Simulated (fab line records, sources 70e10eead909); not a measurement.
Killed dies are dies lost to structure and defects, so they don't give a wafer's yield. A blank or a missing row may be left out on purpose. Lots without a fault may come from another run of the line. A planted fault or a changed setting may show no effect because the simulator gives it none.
fab line records | flow nand_harc | part 1 of 2: steps 1 to 27 of 42
record lots=5 wafers=15 last_day=33
route steps=1302 shown A_BLC@1132 A_M0@1137 A_M1@1169
lots that met no fault: from a run of the same line without faults
start_h: hours from the record's first day to the start of the lot's first wafer shown | wait_h: hours since the lot's step before | " the same as in the row above | L1.1+2: a row that stands for several wafers | - no value, or no start given | * or withheld: withheld | < > ~ a bound
route shown NAME@n: a module of which the file shows steps, and the number in the route of the first | usual: mean/standard deviation of fault-free wafers | same: alike in all rows | chamber/n: place in a boat | sites: the reading at each site | _std_site: their standard deviation | _edge_site: outer sites' mean less inner sites' | radius_mm: how far each site lies from the wafer's centre | mask NAME#n: copy n | behind: the tool/chamber that last shaped the wafer | hold: why the lot was held/for how many hours/how that ended | device: the transistor (n, p or np) that didn't switch | end of line: the same wafers' tests at the end of the route | a step without rows: its recipe alone | killed: dies lost to structure and defects at the first sort, not the wafer's yield | map: a wafer's dies, x killed, . not, _ none there
set.NAME: the setting as run; set.NAME@STEP: as run at that earlier step | model.NAME: the simulator's own value behind a step, which no gauge read
lots at some steps of the route; a table a step, a row a wafer
services: from which hour (start_h, from the record's first day; less than 0 if before it) a tool's chamber was out of use, for how many hours, and why
## steps
# step NHARC_A_BLC_CVD_24
# recipe target_thk_a=1500 temp_c=300 pressure_torr=40 wf6_flow_sccm=40 h2_flow_sccm=1600 ar_flow_sccm=1560 time_s=434 material=W
# usual heater_power_w=456/34 mfc_wf6_sccm=40.00/0.13 throttle_valve_pct=7.88/0.16
# columns lot.wafer tool chamber start_h wait_h heater_power_w mfc_wf6_sccm throttle_valve_pct
L081.3 cvd_w-02 1 - - 467 40.00 7.87
L081.4 " 0 " " 421 39.93 8.11
L081.6 " 0 " " 426 39.93 7.87
L086.1 cvd_w-02 0 - - 434 40.24 8.02
L086.4 " 0 " " 426 40.18 8.09
L086.3 " 1 " " 462 39.90 7.61
L085.1 cvd_w-02 0 - - 432 40.40 8.03
L085.2 " 1 " " 452 40.11 7.86
L085.4 " 0 " " 422 40.13 7.97
L093.1 cvd_w-02 1 - - 488 40.17 7.85
L093.2 " 0 " " 422 39.99 7.90
L093.3 " 0 " " 415 39.92 7.88
L097.2 cvd_w-02 0 - - 416 40.11 7.97
L097.1 " 1 " " 501 40.04 7.95
L097.6 " 0 " " 412 40.10 7.78
# step NHARC_A_BLC_CMP_25
# recipe t_overpolish_s=30 target_thk_nm=150
# usual motor_current_A=11.8/1.3 overpolish_run_s=30.001/0.0089 slurry_filter_dp_kPa=13.50/0.13 slurry_flow_ml_min=150.0/0.48 time_to_endpoint_s=30.3/2.8
# columns lot.wafer tool chamber start_h wait_h motor_current_A overpolish_run_s slurry_filter_dp_kPa slurry_flow_ml_min time_to_endpoint_s
L081.3 cmp-03 2 581.93 0.4 12.0 30.001 13.76 150.9 29.2
L081.4 " 3 " " 9.6 30.013 13.54 150.5 30.7
L081.6 " 0 " " 13.7 30.008 13.43 150.0 30.0
L086.1 cmp-03 3 619.26 0.5 9.5 30.000 13.53 150.2 33.8
L086.3 " 0 " " 13.6 29.999 13.48 149.8 28.7
L086.4 " 1 " " 10.9 29.999 13.53 149.9 26.3
L085.2 cmp-01 3 625.30 0.4 10.8 29.989 13.71 150.0 27.7
L085.1 " 0 " " 14.2 29.983 13.79 149.9 30.3
L085.4 " 1 " " 10.9 30.013 13.39 150.4 26.3
L093.3 cmp-01 1 701.75 0.3 11.3 29.998 13.35 150.2 27.6
L093.2 " 2 " " 10.4 29.993 13.52 149.7 27.7
L093.1 " 3 " " 10.6 29.992 13.28 150.1 24.7
L097.1 cmp-03 1 748.05 0.4 10.3 30.006 13.71 150.9 28.9
L097.2 " 2 " " 12.5 30.006 13.50 150.3 31.9
L097.6 " 3 " " 9.5 30.007 13.68 150.3 32.4
# step NHARC_A_BLC_SRD_27
# columns lot.wafer tool chamber start_h wait_h
L081.6+3+4 wet_bench-05 7,0,2 582.20 0.0
L086.4+3+1 wet_bench-09 5,6,0 619.56 0.0
L085.4+1+2 wet_bench-05 5,7,0 625.60 0.0
L093.2+1+3 wet_bench-05 7,0,3 702.05 0.0
L097.6+2+1 wet_bench-05 5,6,7 748.32 0.0
# step NHARC_A_BLC_INSPECT_28
# usual raw_defect_count=493/88
# columns lot.wafer tool chamber start_h wait_h raw_defect_count
L081.3 defect_inspect-02 - 582.29 0.1 388
L081.4 " - " " 605
L081.6 " - " " 436
L086.1 defect_inspect-02 - 619.64 0.1 522
L086.3 " - " " 442
L086.4 " - " " 419
L085.1 defect_inspect-01 - 625.68 0.1 398
L085.2 " - " " 526
L085.4 " - " " 467
L093.1 defect_inspect-02 - 702.14 0.1 618
L093.2 " - " " 523
L093.3 " - " " 516
L097.1 defect_inspect-01 - 748.41 0.1 542
L097.2 " - " " 532
L097.6 " - " " 680
# step NHARC_A_M0_DEP_00
# recipe target_thk_a=1500 target_thk_nm=150 temp_c=withheld pressure_torr=5 flow_sccm=200 rf_w=600 material=SiOC
# columns lot.wafer tool chamber start_h wait_h
L081.3+6+4 pecvd-03 1,0,1 582.40 0.1
L086.1+3+4 pecvd-03 1,0,2 619.71 0.1
L085.2+1+4 pecvd-02 1,0,0 625.74 0.1
L093.1+2+3 pecvd-04 0,1,2 702.20 0.1
L097.1+2+6 pecvd-02 1,0,0 748.47 0.1
# step NHARC_A_M0_DEHYDRATE_01
# recipe temp_c=150 time_s=120
# columns lot.wafer tool chamber start_h wait_h
L081.3+4+6 litho_track-04 0 582.76 -
L086.1+3+4 litho_track-06 0 620.11 -
L085.1+2+4 litho_track-06 0 626.16 -
L093.1+2+3 litho_track-06 0 702.60 -
L097.1+2+6 litho_track-01 0 748.88 -
# step NHARC_A_M0_HMDS_02
# recipe time_s=30
# columns lot.wafer tool chamber start_h wait_h
L081.3+4+6 litho_track-04 0 - -
L086.1+3+4 litho_track-06 0 - -
L085.1+2+4 litho_track-06 0 - -
L093.1+2+3 litho_track-06 0 - -
L097.1+2+6 litho_track-01 0 - -
# step NHARC_A_M0_COAT_33
# recipe temp_c=200 time_s=65
# columns lot.wafer tool chamber start_h wait_h
L081.3+4+6 litho_track-04 0 - -
L086.1+3+4 litho_track-06 0 - -
L085.1+2+4 litho_track-06 0 - -
L093.1+2+3 litho_track-06 0 - -
L097.1+2+6 litho_track-01 0 - -
# step NHARC_A_M0_COAT_03
# recipe spin_rpm=1500 resist_thk_nm=90
# columns lot.wafer tool chamber start_h wait_h
L081.3+4+6 litho_track-04 0 - -
L086.1+3+4 litho_track-06 0 - -
L085.1+2+4 litho_track-06 0 - -
L093.1+2+3 litho_track-06 0 - -
L097.1+2+6 litho_track-01 0 - -
# step NHARC_A_M0_SOFTBAKE_04
# recipe temp_c=105 time_s=55
# columns lot.wafer tool chamber start_h wait_h
L081.3+4+6 litho_track-04 0 - -
L086.1+3+4 litho_track-06 0 - -
L085.1+2+4 litho_track-06 0 - -
L093.1+2+3 litho_track-06 0 - -
L097.1+2+6 litho_track-01 0 - -
# step NHARC_A_M0_EBR_05
# columns lot.wafer tool chamber start_h wait_h
L081.3+4+6 litho_track-04 0 - -
L086.1+3+4 litho_track-06 0 - -
L085.1+2+4 litho_track-06 0 - -
L093.1+2+3 litho_track-06 0 - -
L097.1+2+6 litho_track-01 0 - -
# step NHARC_A_M0_EXPOSE_06
# recipe na=1.35 target_cd_nm=80 dose_mj=83.25 mask_id=A_M0
# usual stage_vel_mm_s=499.96/0.24
# columns lot.wafer tool chamber start_h wait_h mask stage_vel_mm_s
L081.3 arfi_scanner-03 0 582.93 - A_M0#0 499.80
L081.4 " 0 " " A_M0#0 499.89
L081.6 " 0 " " A_M0#0 499.93
L086.1 arfi_scanner-02 0 620.28 - A_M0#0 499.88
L086.3 " 0 " " A_M0#0 499.44
L086.4 " 0 " " A_M0#0 499.95
L085.1 arfi_scanner-02 0 626.32 - A_M0#0 500.14
L085.2 " 0 " " A_M0#0 499.99
L085.4 " 0 " " A_M0#0 500.09
L093.1 arfi_scanner-01 0 702.89 - A_M0#0 499.69
L093.2 " 0 " " A_M0#0 499.59
L093.3 " 0 " " A_M0#0 499.98
L097.1 arfi_scanner-03 0 749.04 - A_M0#0 499.76
L097.2 " 0 " " A_M0#0 499.74
L097.6 " 0 " " A_M0#0 500.00
# step NHARC_A_M0_PEB_07
# recipe peb_temp_c=100 peb_time_s=65
# same peb_time_s=65
# columns lot.wafer tool chamber start_h wait_h
L081.3+4+6 litho_track-01 0 582.99 0.0
L086.1+3+4 litho_track-01 0 620.34 0.1
L085.1+2+4 litho_track-04 0 626.38 0.1
L093.1+2+3 litho_track-04 0 702.95 0.1
L097.1+2+6 litho_track-06 0 749.10 0.1
# step NHARC_A_M0_DEVELOP_08
# recipe develop_time_s=35 dev_temp_c=23
# same develop_time_s=35
# columns lot.wafer tool chamber start_h wait_h
L081.3+4+6 litho_track-01 0 - -
L086.1+3+4 litho_track-01 0 - -
L085.1+2+4 litho_track-04 0 - -
L093.1+2+3 litho_track-04 0 - -
L097.1+2+6 litho_track-06 0 - -
# step NHARC_A_M0_CD_MEAS_09
# recipe target_cd_nm=80 landing_energy_ev=500
# usual cd_nm=80.0/0.67
# columns lot.wafer tool chamber start_h wait_h cd_nm
L081.3 cd_sem-02 0 583.07 - 78.5
L081.4 " 0 " " 78.6
L081.6 " 0 " " 79.4
L086.1 cd_sem-01 0 620.42 - 79.6
L086.3 " 0 " " 79.2
L086.4 " 0 " " 79.9
L085.1 cd_sem-02 0 626.46 - 80.2
L085.2 " 0 " " 79.0
L085.4 " 0 " " 79.7
L093.1 cd_sem-01 0 703.03 - 80.0
L093.2 " 0 " " 80.0
L093.3 " 0 " " 79.3
L097.1 cd_sem-01 0 749.18 - 80.7
L097.2 " 0 " " 80.3
L097.6 " 0 " " 80.6
# step NHARC_A_M0_OVL_MEAS_10
# recipe pitch_nm=160
# usual overlay_x_nm=-0.1/0.8 overlay_y_nm=0.0/0.77
# columns lot.wafer tool chamber start_h wait_h overlay_x_nm overlay_y_nm
L081.3 overlay-02 - 583.15 - 1.1 1.0
L081.4 " - " " 0.9 0.3
L081.6 " - " " 1.1 0.7
L086.1 overlay-02 - 620.51 - 0.3 -1.0
L086.3 " - " " -0.4 -1.6
L086.4 " - " " 0.7 -1.3
L085.1 overlay-02 - 626.55 - -0.6 0.1
L085.2 " - " " -0.6 1.3
L085.4 " - " " -0.2 0.6
L093.1 overlay-01 - 703.12 - -0.5 0.0
L093.2 " - " " -1.0 -0.1
L093.3 " - " " -0.1 0.1
L097.1 overlay-02 - 749.27 - 0.7 0.6
L097.2 " - " " 0.1 0.4
L097.6 " - " " 0.8 -0.1
# step NHARC_A_M0_INSPECT_11
# usual raw_defect_count=84/37
# columns lot.wafer tool chamber start_h wait_h raw_defect_count
L081.3 defect_inspect-02 - 583.19 0.0 69
L081.4 " - " " 88
L081.6 " - " " 105
L086.1 defect_inspect-01 - 620.54 0.0 73
L086.3 " - " " 64
L086.4 " - " " 53
L085.1 defect_inspect-01 - 626.59 0.0 100
L085.2 " - " " 95
L085.4 " - " " 93
L093.1 defect_inspect-01 - 703.15 0.0 91
L093.2 " - " " 106
L093.3 " - " " 96
L097.1 defect_inspect-01 - 749.31 0.0 73
L097.2 " - " " 61
L097.6 " - " " 63
# step NHARC_A_M0_DESCUM_14
# recipe time_s=3 o2_flow_sccm=200 ar_flow_sccm=0 bias_power_w=0 chemistry=O2
# usual drypump_motor_current_A=5.8/0.43 oes_product_au=1.001/0.011 rf_vpp_V=57.7/0.83 showerhead_plenum_p_Torr=1.87/0.057 throttle_valve_pct=11.311/0.009
# columns lot.wafer tool chamber start_h wait_h drypump_motor_current_A oes_product_au rf_hours_counter_h rf_vpp_V showerhead_plenum_p_Torr throttle_valve_pct
L081.3 rie_diel-02 0 583.27 0.1 5.6 1.002 0 59.6 1.96 11.312
L081.6 " 1 " " 6.0 1.009 - 58.4 1.89 11.302
L081.4 " 0 " " 5.6 0.998 - 58.9 1.96 11.312
L086.3 rie_diel-02 3 620.60 0.1 5.9 1.024 1.6 58.6 1.85 11.323
L086.1 " 0 " " 5.6 1.006 1.8 58.5 1.96 11.313
L086.4 " 2 " " 6.7 0.996 2.3 55.6 1.93 11.310
L085.1 rie_diel-13 1 626.66 0.1 6.3 1.008 4.2 58.8 1.82 11.301
L085.2 " 2 " " 5.2 0.999 4.3 58.4 1.87 11.314
L085.4 " 3 " " 5.6 1.012 4.6 58.1 1.93 11.304
L093.2 rie_diel-02 3 703.22 0.1 5.9 1.016 6.9 57.4 1.84 11.315
L093.3 " 0 " " 5.6 0.998 6.8 57.7 1.96 11.308
L093.1 " 1 " " 6.1 0.998 6.5 59.6 1.88 11.322
L097.1 rie_diel-13 0 749.37 0.1 5.5 1.004 2.2 56.6 1.79 11.321
L097.2 " 2 " " 5.2 1.000 2.2 56.4 1.87 11.309
L097.6 " 0 " " 5.5 1.006 - 57.5 1.79 11.310
# step NHARC_A_M0_ETCH_34
# recipe target_depth_a=400 overetch_a=120 time_s=43.94 ion_energy_ev=200 n2_flow_sccm=150 h2_flow_sccm=150 ar_flow_sccm=0 rf_w=400 bias_w=150 chemistry=N2/H2
# usual drypump_motor_current_A=5.8/0.44 oes_product_au=0.999/0.0097 rf_vpp_V=429.3/1.9 showerhead_plenum_p_Torr=2.00/0.059 throttle_valve_pct=14.171/0.0097
# columns lot.wafer tool chamber start_h wait_h drypump_motor_current_A oes_product_au rf_hours_counter_h rf_vpp_V showerhead_plenum_p_Torr throttle_valve_pct
L081.3 rie_diel-02 3 583.36 0.1 5.9 1.019 0.0 429.1 1.97 14.168
L081.4 " 1 " " 6.0 1.017 - 430.3 2.01 14.174
L081.6 " 3 " " 5.9 1.025 - 429.7 1.97 14.175
L086.1 rie_diel-02 2 620.70 0.1 6.7 0.993 2.3 431.3 2.05 14.176
L086.4 " 3 " " 5.9 1.019 1.6 428.4 1.97 14.176
L086.3 " 0 " " 5.6 0.995 1.8 431.5 2.09 14.181
L085.1 rie_diel-13 0 626.73 0.1 5.5 0.998 4.5 427.3 1.90 14.161
L085.2 " 1 " " 6.3 1.009 4.2 427.1 1.94 14.167
L085.4 " 2 " " 5.2 1.002 4.4 429.9 1.99 14.167
L093.2 rie_diel-02 3 703.30 0.1 5.9 1.007 6.9 427.2 1.96 14.184
L093.3 " 0 " " 5.6 0.988 6.8 431.5 2.09 14.164
L093.1 " 2 " " 6.7 0.982 7.8 430.2 2.05 14.167
L097.1 rie_diel-13 2 749.46 0.1 5.2 0.993 2.2 430.4 1.99 14.165
L097.2 " 3 " " 5.6 0.997 2.3 430.1 2.06 14.180
L097.6 " 1 " " 6.3 0.995 - 426.5 1.94 14.180
# step NHARC_A_M0_ETCH_15
# recipe target_depth_a=1500 overetch_a=150 time_s=82.5 c4f8_flow_sccm=withheld ar_flow_sccm=400 rf_w=600 bias_w=300 chemistry=C4F8/Ar
# usual oes_product_au=0.957/0.023 rf_vpp_V=439.5/1.9
# columns lot.wafer tool chamber start_h wait_h oes_product_au rf_hours_counter_h rf_vpp_V
L081.3 rie_diel-02 0 - - 0.943 0.0 442.5
L081.4 " 2 " " 0.990 0.0 441.0
L081.6 " 0 " " 0.945 - 443.3
L086.1 rie_diel-02 3 - - 0.979 1.6 437.6
L086.3 " 0 " " 0.955 1.8 441.6
L086.4 " 1 " " 0.981 2.6 439.7
L085.2 rie_diel-13 1 - - 0.932 4.3 436.1
L085.1 " 2 " " 0.910 4.4 441.3
L085.4 " 3 " " 0.917 4.7 443.3
L093.1 rie_diel-02 2 - - 0.918 7.8 441.1
L093.3 " 0 " " 0.920 6.8 442.3
L093.2 " 1 " " 0.928 6.6 439.6
L097.1 rie_diel-13 2 - - 0.973 2.2 438.9
L097.2 " 3 " " 0.964 2.4 440.4
L097.6 " 1 " " 0.959 - 438.0
# step NHARC_A_M0_CD_MEAS_16
# usual cd_nm=79.9/1
# columns lot.wafer tool chamber start_h wait_h cd_nm
L081.3 cd_sem-03 - 583.58 - 77.0
L081.4 " - " " 78.2
L081.6 " - " " 78.9
L086.1 cd_sem-01 - 620.90 - 78.5
L086.3 " - " " 80.1
L086.4 " - " " 78.2
L085.1 cd_sem-03 - 626.95 - 80.2
L085.2 " - " " 78.5
L085.4 " - " " 79.7
L093.1 cd_sem-03 - 703.52 - 80.0
L093.2 " - " " 80.7
L093.3 " - " " 79.1
L097.1 cd_sem-01 - 749.67 - 81.1
L097.2 " - " " 81.1
L097.6 " - " " 81.7
# step NHARC_A_M0_STRIP_18
# recipe power_w=1000 n2_flow_sccm=150 h2_flow_sccm=150 ar_flow_sccm=0 bias_w=0 chemistry=N2/H2
# usual drypump_motor_current_A=5.7/0.42 oes_product_au=1.002/0.011 rf_vpp_V=90.4/0.96 showerhead_plenum_p_Torr=2.00/0.058 throttle_valve_pct=14.171/0.0097
# columns lot.wafer tool chamber start_h wait_h drypump_motor_current_A oes_product_au rf_hours_counter_h rf_vpp_V showerhead_plenum_p_Torr throttle_valve_pct
L081.3 rie_diel-12 0 583.68 0.1 5.3 1.029 9 90.0 2.06 14.158
L081.4 " 1 " " 5.6 1.010 8 89.3 1.99 14.173
L081.6 " 0 " " 5.3 1.020 - 91.8 2.06 14.157
L086.4 rie_diel-12 3 620.99 0.1 5.2 0.982 13 89.6 1.91 14.166
L086.3 " 0 " " 5.3 1.009 12 90.8 2.06 14.160
L086.1 " 2 " " 5.6 1.007 13 89.3 1.97 14.177
L085.2 rie_diel-02 3 627.02 0.1 5.9 1.036 2 90.4 1.97 14.172
L085.1 " 1 " " 6.1 0.990 3 88.7 2.01 14.186
L085.4 " 2 " " 6.7 0.996 2 91.1 2.05 14.164
L093.3 rie_diel-12 1 703.59 0.1 5.7 0.998 3 89.1 1.99 14.174
L093.2 " 2 " " 5.6 1.004 3 89.2 1.97 14.174
L093.1 " 0 " " 5.3 1.002 4 89.8 2.06 14.175
L097.2 rie_diel-13 0 749.79 0.1 5.5 1.004 2 89.2 1.90 14.164
L097.1 " 1 " " 6.4 0.984 1 90.3 1.94 14.155
L097.6 " 2 " " 5.2 0.996 - 90.5 1.99 14.162
# step NHARC_A_M0_STRIP_19
# recipe time_s=600 temp_c=30 chemistry=post_etch_residue_remover
# columns lot.wafer tool chamber start_h wait_h
L081.4+6+3 wet_bench-02 3,4,5 583.94 -
L086.1+4+3 wet_bench-04 5,6,0 621.28 -
L085.4+1+2 wet_bench-02 7,1,3 627.30 -
L093.3+1+2 wet_bench-02 2,5,7 703.87 -
L097.2+1+6 wet_bench-06 4,5,6 750.03 -
# step NHARC_A_M0_DEGAS_28
# recipe temp_c=250 time_s=60
# usual heater_power_w=333/27
# columns lot.wafer tool chamber start_h wait_h heater_power_w
L081.4 pvd_sputter-03 - 584.19 - 335
L081.3 " - " " 306
L081.6 " - " " 349
L086.1 pvd_sputter-02 - 621.54 - 326
L086.3 " - " " 335
L086.4 " - " " 316
L085.1 pvd_sputter-01 - 627.58 - 396
L085.2 " - " " 343
L085.4 " - " " 321
L093.1 pvd_sputter-03 - 704.14 - 342
L093.3 " - " " 367
L093.2 " - " " 304
L097.2 pvd_sputter-01 - 750.29 - 343
L097.1 " - " " 322
L097.6 " - " " 315
# step NHARC_A_M0_PRE_CLEAN_29
# recipe time_s=30 temp_c=280 gas=H2/He
# usual heater_power_w=409/33
# columns lot.wafer tool chamber start_h wait_h heater_power_w
L081.3 pvd_sputter-03 - - - 444
L081.4 " - " " 417
L081.6 " - " " 436
L086.1 pvd_sputter-02 - - - 406
L086.3 " - " " 384
L086.4 " - " " 385
L085.1 pvd_sputter-01 - - - 354
L085.4 " - " " 473
L085.2 " - " " 421
L093.3 pvd_sputter-03 - - - 368
L093.2 " - " " 440
L093.1 " - " " 445
L097.1 pvd_sputter-01 - - - 486
L097.2 " - " " 364
L097.6 " - " " 432
# step NHARC_A_M0_PVD_20
# recipe target_thk_a=50 bias_v=168.6 power_w=15000 chamber_pressure_pa=0.12 time_s=8.06 substrate_temp_c=50 material=TaN
# usual substrate_temp_c=50.00/0.11 throttle_valve_pct=30.0/0.77
# columns lot.wafer tool chamber start_h wait_h substrate_temp_c throttle_valve_pct
L081.4 pvd_sputter-03 - - - 50.06 31.1
L081.3 " - " " 50.16 30.8
L081.6 " - " " 49.96 29.3
L086.4 pvd_sputter-02 - - - 50.05 30.0
L086.3 " - " " 49.97 28.8
L086.1 " - " " 49.90 30.0
L085.1 pvd_sputter-01 - - - 50.06 30.0
L085.2 " - " " 49.86 28.6
L085.4 " - " " 49.84 31.4
L093.3 pvd_sputter-03 - - - 50.09 29.4
L093.1 " - " " 49.85 30.9
L093.2 " - " " 50.10 31.0
L097.2 pvd_sputter-01 - - - 50.04 28.9
L097.1 " - " " 49.84 31.2
L097.6 " - " " 49.97 29.0
# step NHARC_A_M0_PVD_21
# recipe target_thk_a=300 chamber_pressure_pa=5 power_w=5000 substrate_temp_c=30 time_s=20.49 material=Cu
# usual substrate_temp_c=30.00/0.11 throttle_valve_pct=30.1/0.77
# columns lot.wafer tool chamber start_h wait_h substrate_temp_c throttle_valve_pct
L081.3 pvd_sputter-03 - - - 29.98 30.8
L081.4 " - " " 30.13 29.5
L081.6 " - " " 30.12 31.0
L086.1 pvd_sputter-02 - - - 30.10 29.8
L086.4 " - " " 29.95 28.8
L086.3 " - " " 30.13 30.3
L085.4 pvd_sputter-01 - - - 29.98 31.4
L085.1 " - " " 29.99 29.7
L085.2 " - " " 29.96 28.9
L093.2 pvd_sputter-03 - - - 30.12 31.0
L093.1 " - " " 30.11 30.8
L093.3 " - " " 29.99 29.5
L097.1 pvd_sputter-01 - - - 30.21 30.5
L097.2 " - " " 30.07 31.5
L097.6 " - " " 30.04 30.3
